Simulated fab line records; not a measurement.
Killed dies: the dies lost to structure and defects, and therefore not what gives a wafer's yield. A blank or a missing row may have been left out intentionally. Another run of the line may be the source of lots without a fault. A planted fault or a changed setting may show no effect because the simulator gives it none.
Which tool was responsible? -- flow n5-finfet -- 11 lots, 33 wafers sampled, at 3 steps of a route of 1938

## WHAT EACH GAUGE READ, for each wafer
N5_PASSIVATION_OVL_MEAS_63.
lot,measured,on,PAD_OVL (nm)
L287,day 13 19:47,overlay-02,2 4 5
L288,day 13 21:32,overlay-02,-9 -6 -3
L290,day 14 14:13,overlay-01,-9 -9 -6
L289,day 14 14:02,overlay-02,2 1 6
L293,day 14 18:47,overlay-01,-12 -5 -9
L291,day 14 18:26,overlay-01,1 -9 -4
L292,day 14 19:37,overlay-01,-11 -6 -12
L295,day 15 14:05,overlay-01,-4 -6 0
L294,day 15 21:45,overlay-01,-2 -3 -1
L299,day 17 01:46,overlay-01,-5 -1 -5
L298,day 17 02:46,overlay-02,-7 -3 0

## WHICH TOOL RAN EACH LOT (tool, then ch and the chambers of the sampled wafers, then the start)
lot,N5_BEOL_M15_ECD_47,N5_PASSIVATION_PASS_ETCH_74
L287,"ecd-cu-02 ch 0,1, day 13 10:58","rie-diel-06 ch 1,2, day 13 18:08"
L288,"ecd-cu-01 ch 0,1, day 13 11:07","rie-diel-03 ch 0,1, day 13 18:35"
L290,"ecd-cu-02 ch 0,1, day 14 02:24","rie-diel-03 ch 2,3, day 14 12:11"
L289,"ecd-cu-02 ch 0,1, day 14 03:04","rie-diel-06 ch 0,3, day 14 12:07"
L293,"ecd-cu-02 ch 0,1, day 14 08:40","rie-diel-03 ch 0,2,3, day 14 17:10"
L291,"ecd-cu-02 ch 0,1, day 14 09:17","rie-diel-06 ch 2,3, day 14 16:53"
L292,"ecd-cu-02 ch 0,1, day 14 09:44","rie-diel-01 ch 0,1, day 14 18:02"
L295,"ecd-cu-01 ch 0,1, day 15 04:23","rie-diel-01 ch 0,1, day 15 12:33"
L294,"ecd-cu-02 ch 0,1, day 15 10:20","rie-diel-01 ch 0,1,2, day 15 20:01"
L299,"ecd-cu-01 ch 0,1, day 16 11:59","rie-diel-06 ch 0,1,2, day 16 19:48"
L298,"ecd-cu-01 ch 0, day 16 13:31","rie-diel-06 ch 0,1,2, day 17 01:20"
- N5_BEOL_M15_ECD_47: material Cu, target thk 1860 nm.
- N5_PASSIVATION_PASS_ETCH_74: etches SiNx in CF4/O2, target depth 220 nm, time 110 s.

## THE ANSWER, worked out from the rows above alone
Rule: the usual values come from the lots themselves. The widest of any qualifying gaps counts: lots, ordered by their means at a reading, are off when they make up no more than a third of the lots, leave a main group of 4 or more, and stand apart from it by 3 or more times the standard deviation of that group's means. A main group whose means are all the same, to the digits that the tables above print for the reading, isn't used. Also off: a lot with no number at a reading for which 4 or more lots have one. Any other lot the step has rows for is counted as sound.
No lot is off on any of the readings shown, so nothing can be concluded from this.

## WHAT HAD BEEN PUT IN BY THE SIMULATOR
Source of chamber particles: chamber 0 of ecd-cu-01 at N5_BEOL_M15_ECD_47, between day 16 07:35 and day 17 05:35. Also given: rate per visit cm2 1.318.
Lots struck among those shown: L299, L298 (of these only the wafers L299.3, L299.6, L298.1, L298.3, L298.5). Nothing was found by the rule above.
